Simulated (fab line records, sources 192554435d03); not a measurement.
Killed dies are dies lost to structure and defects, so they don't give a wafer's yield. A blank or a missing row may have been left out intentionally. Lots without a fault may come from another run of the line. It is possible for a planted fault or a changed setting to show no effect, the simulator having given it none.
Chamber matching + flow n5-finfet + N5_SDB_ETCH_17 on rie-diel-02: 4 sister chambers
The step etches SiARC in CF4, target depth 23.4 nm, time 39 s. 26 wafers are shown with their chamber, then 12 later ones without.

## WAFERS WITH THEIR CHAMBER
| wafer  | chamber | showerhead-plenum-p-Torr (Torr) | etch-rf-on-time-s (s) | rf-vpp-V (V) |
|--------|---------|---------------------------------|-----------------------|--------------|
| L075.3 | 2       | 2.05                            | 39.4                  | 181.6        |
| L075.4 | 1       | 2.10                            | 40.8                  | 182.9        |
| L075.6 | 3       | 2.26                            | 37.9                  | 186.1        |
| L076.1 | 3       | 2.26                            | 37.6                  | 184.4        |
| L076.5 | 1       | 2.10                            | 40.3                  | 184.2        |
| L076.6 | 2       | 2.05                            | 38.7                  | 183.9        |
| L079.4 | 3       | 2.25                            | 37.9                  | 185.7        |
| L079.5 | 0       | 2.28                            | 39.8                  | 184.0        |
| L079.6 | 2       | 2.05                            | 39.1                  | 183.7        |
| L080.1 | 3       | 2.25                            | 37.5                  | 186.2        |
| L080.5 | 2       | 2.05                            | 38.6                  | 182.5        |
| L080.6 | 3       | 2.25                            | 36.9                  | 184.7        |
| L081.2 | 0       | 2.28                            | 40.0                  | 184.7        |
| L081.5 | 3       | 2.25                            | 37.5                  | 185.0        |
| L081.6 | 2       | 2.05                            | 39.1                  | 183.2        |
| L087.1 | 0       | 2.28                            | 39.8                  | 185.3        |
| L087.2 | 3       | 2.25                            | 37.2                  | 187.2        |
| L087.3 | 2       | 2.04                            | 39.0                  | 183.4        |
| L086.3 | 1       | 2.10                            | 38.8                  | 183.6        |
| L086.4 | 3       | 2.25                            | 37.5                  | 186.1        |
| L086.5 | 1       | 2.10                            | 39.2                  | 183.5        |
| L088.3 | 1       | 2.10                            | 39.6                  | 183.7        |
| L088.5 | 0       | 2.28                            | 40.0                  | 186.1        |
| L091.2 | 1       | 2.10                            | 39.3                  | 183.5        |
| L091.3 | 3       | 2.24                            | 37.9                  | 184.3        |
| L091.4 | 2       | 2.04                            | 38.9                  | 183.9        |

SIGNATURES, as means of the wafers listed above
| reading                  | chamber 0 | chamber 1 | chamber 2 | chamber 3 | scatter within a chamber |
|--------------------------|-----------|-----------|-----------|-----------|--------------------------|
| showerhead-plenum-p-Torr | 2.2800    | 2.1000    | 2.0471    | 2.2511    | 0.00443                  |
| etch-rf-on-time-s        | 39.900    | 39.667    | 38.971    | 37.544    | 0.436                    |
| rf-vpp-V                 | 185.025   | 183.567   | 183.171   | 185.522   | 0.833                    |
Rule: distance of a wafer from a chamber = root of the sum over the readings of ((wafer's reading minus chamber's mean) / reading's scatter) squared. If the next closest chamber is less than 2 further off than the closest, the wafer can't be placed; otherwise it belongs to the closest. The scatter: take each reading less its chamber's mean, square it, sum over the shown wafers, divide by the number of wafers less the number of chambers, and take the root.

## WAFERS WHOSE CHAMBER IS MISSING
| wafer  | showerhead-plenum-p-Torr (Torr) | etch-rf-on-time-s (s) | rf-vpp-V (V) |
|--------|---------------------------------|-----------------------|--------------|
| L092.2 | 2.04                            | 39.0                  | 182.3        |
| L092.5 | 2.04                            | 38.8                  | 183.2        |
| L092.6 | 2.24                            | 37.7                  | 185.7        |
| L093.1 | 2.04                            | 38.6                  | 182.5        |
| L093.3 | 2.24                            | 37.6                  | 186.5        |
| L093.4 | 2.27                            | 39.8                  | 185.2        |
| L094.1 | 2.27                            | 39.8                  | 184.7        |
| L094.4 | 2.24                            | 37.5                  | 184.5        |
| L094.6 | 2.27                            | 40.0                  | 184.5        |
| L095.1 | 2.27                            | 39.7                  | 186.4        |
| L095.4 | 2.09                            | 39.2                  | 183.1        |
| L095.6 | 2.04                            | 38.6                  | 182.1        |

## WHICH CHAMBER EACH ONE RAN IN
| wafer  | from the rows above | in truth |
|--------|---------------------|----------|
| L092.2 | 2                   | 2        |
| L092.5 | 2                   | 2        |
| L092.6 | 3                   | 3        |
| L093.1 | 2                   | 2        |
| L093.3 | 3                   | 3        |
| L093.4 | 0                   | 0        |
| L094.1 | 0                   | 0        |
| L094.4 | 3                   | 3        |
| L094.6 | 0                   | 0        |
| L095.1 | 0                   | 0        |
| L095.4 | 1                   | 1        |
| L095.6 | 2                   | 2        |
12 of 12 placed correctly. From these rows, 0 cannot be placed. 0 placed wrongly.
